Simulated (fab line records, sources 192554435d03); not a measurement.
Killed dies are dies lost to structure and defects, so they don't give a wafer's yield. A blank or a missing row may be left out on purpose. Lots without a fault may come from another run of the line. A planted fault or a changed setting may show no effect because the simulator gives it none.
Problem report in the 8D (eight disciplines) form, filled by code | flow n5_finfet | the parts of the form that need people (team, actions taken, sign-off) are left out

1. THE PROBLEM
killed_at_M4_up at N5_PASSIVATION_PROBE_49 reads a mean of 78 on 1 wafer of 1 lot; wafers without a fault read 13 with a standard deviation of 5.6. That is +12 standard deviations from the usual mean.
First seen on wafer L720.1, day 14 15:11, on prober-01. The record holds 18 wafers of 6 lots with a number at this step. Rule for "out", or "out of limits": more than 4 standard deviations from the usual mean. The other wafers with a number count as sound.

2. WHAT IT IS AND WHAT IT IS NOT
question                    | is                                                                                             | is not
which readings at this step | killed_at_M4_up, defect_limited_yield, killed_dies, killed_on_rim, sort_n_pass, sort_yield_pct | killed_at_M0_to_M3, killed_at_contacts, killed_at_front_end, killed_at_other, killed_open, killed_short, sort_bin_4_leakage, sort_bin_6_memory
which lots                  | L720                                                                                           | L711, L712, L714, L715, L733
which wafers of those lots  | L720.1                                                                                         | L720.2, L720.4
read on which tools         | prober-01                                                                                      | prober-02
when                        | from day 14 15:11                                                                              | up to then (12 sound wafers); but 5 sound wafers of L720, L733 came after

3. SUSPECTS, AND WHAT RULES EACH OUT
Counting: a tool at a process step up to the reading stays a suspect if it ran every lot that is out. Sound lots after the first of them don't rule it out here, since some wafers of a struck lot are sound.
- rie_diel-04 at N5_BEOL_M9_STRIP_36 (strips in N2/H2): kept. It ran the lot that is out, L720 (day 11 21:41); its last sound lot up to then is L715 (day 11 01:11).
- pvd_sputter-02 at N5_PASSIVATION_PRE_CLEAN_19: kept. It ran the lot that is out, L720 (day 14 08:56); its last sound lot up to then is L715 (day 13 14:26).
- rie_diel-02 at N5_PASSIVATION_PASS_ETCH_47 (etches SiNx in CF4/O2, target depth 770 nm, time 385 s): kept. It ran the lot that is out, L720 (day 14 12:11); its last sound lot up to then is L714 (day 12 19:48).
- prober-01 at N5_PASSIVATION_PROBE_49: kept. It ran the lot that is out, L720 (day 14 15:11); its last sound lot up to then is L715 (day 13 20:21). Its own readings are out on those wafers: defect_limited_yield, killed_at_M4_up, killed_dies, killed_on_rim, sort_n_pass, sort_yield_pct.
- Within rie_diel-04 at N5_BEOL_M9_STRIP_36: the wafers that are out ran in chamber 2; their sound lot-mates ran in chambers 1, 3.
Left after counting: rie_diel-04 at N5_BEOL_M9_STRIP_36, pvd_sputter-02 at N5_PASSIVATION_PRE_CLEAN_19, rie_diel-02 at N5_PASSIVATION_PASS_ETCH_47, prober-01 at N5_PASSIVATION_PROBE_49.

4. THE CAUSE (what the simulator had put in)
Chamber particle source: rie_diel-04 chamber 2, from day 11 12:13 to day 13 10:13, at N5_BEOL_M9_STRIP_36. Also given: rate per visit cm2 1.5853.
Counting left 4 suspects, and this tool is among them.

5. THE CHAIN OF EFFECTS, in route order
Each row: a reading whose mean over the struck wafers that have a number lies more than 3 standard deviations from the usual. Only readings for which the record gives a usual standard deviation are gone through. hours: the time from each lot's start at the first step in this table that gives one to its start at this step, as a median over the lots. sigmas: the change in usual standard deviations.
hours | step                    | reading              | usual  | on struck wafers | change | sigmas
0     | N5_PASSIVATION_PROBE_49 | defect_limited_yield | 91.5 % | 84.7             | -6.8   | -4.2
0     | N5_PASSIVATION_PROBE_49 | killed_at_M4_up      | 13     | 78               | +65    | +12
0     | N5_PASSIVATION_PROBE_49 | killed_dies          | 101    | 180              | +79    | +4.2
0     | N5_PASSIVATION_PROBE_49 | killed_on_rim        | 13     | 35               | +22    | +5.5
0     | N5_PASSIVATION_PROBE_49 | sort_bin_5_function  | 5.0 %  | 8.6              | +3.6   | +3.6
0     | N5_PASSIVATION_PROBE_49 | sort_n_pass          | 1079   | 1000             | -79    | -4.2
0     | N5_PASSIVATION_PROBE_49 | sort_yield_pct       | 91.5 % | 84.7             | -6.8   | -4.2
The process steps in it:
- N5_PASSIVATION_PROBE_49

6. WHAT WOULD HAVE CAUGHT IT SOONER
In this record the first reading out of limits was taken at day 14 15:11, 75 hours after the fault began at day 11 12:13.
Of the tool readings at N5_BEOL_M9_STRIP_36 for which the record gives a usual standard deviation, none was out on any struck wafer, so an alarm limit of 4 standard deviations on them would not have fired.
All the lots that are out (1) had begun N5_BEOL_M9_STRIP_36 on rie_diel-04 by day 14 15:11. A hold on the tool at that time would have spared none of them.
